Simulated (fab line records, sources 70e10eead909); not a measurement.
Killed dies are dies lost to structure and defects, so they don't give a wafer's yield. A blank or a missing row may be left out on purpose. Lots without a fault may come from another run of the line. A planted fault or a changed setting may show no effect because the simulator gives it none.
Chamber matching | flow nand_harc | NHARC_P_BONDPAD_ACTIVATE_29 on rie_diel-13: 4 sister chambers
The step chemistry N2, time 60 s. 4 wafers are shown with their chamber, then 7 later ones without.

WAFERS WITH THEIR CHAMBER
wafer  | chamber | drypump_motor_current_A (A)
L086.2 | 1       | 5.65
L086.5 | 2       | 6.11
L094.1 | 0       | 5.88
L094.2 | 3       | 5.42

WAFERS WITHOUT THEIR CHAMBER
wafer  | drypump_motor_current_A (A)
L094.3 | 5.63
L094.4 | 6.13
L094.5 | 6.12
L094.6 | 5.43
L095.2 | 5.38
L095.4 | 6.13
L095.6 | 5.86

WHICH CHAMBER EACH WENT THROUGH
wafer  | from the rows above | in truth
L094.3 | 1                   | 1
L094.4 | 2                   | 2
L094.5 | 2                   | 2
L094.6 | 3                   | 3
L095.2 | 3                   | 3
L095.4 | 2                   | 2
L095.6 | 0                   | 0
Placed correctly: 7 of 7. Can't be placed from these rows: 0. Placed wrongly: 0.
How it was worked out, from the rows above alone: a wafer's distance from a chamber is the root of the sum, over the readings, of the square of ((its reading less the chamber's mean) divided by the reading's scatter). The wafer belongs to the nearest chamber; if the next one is less than 2 further off, it can't be placed. A chamber's mean is the mean of its shown wafers. The scatter: with one shown wafer a chamber, the root of the mean of the squares of how far each hidden wafer lies from its nearest shown one.
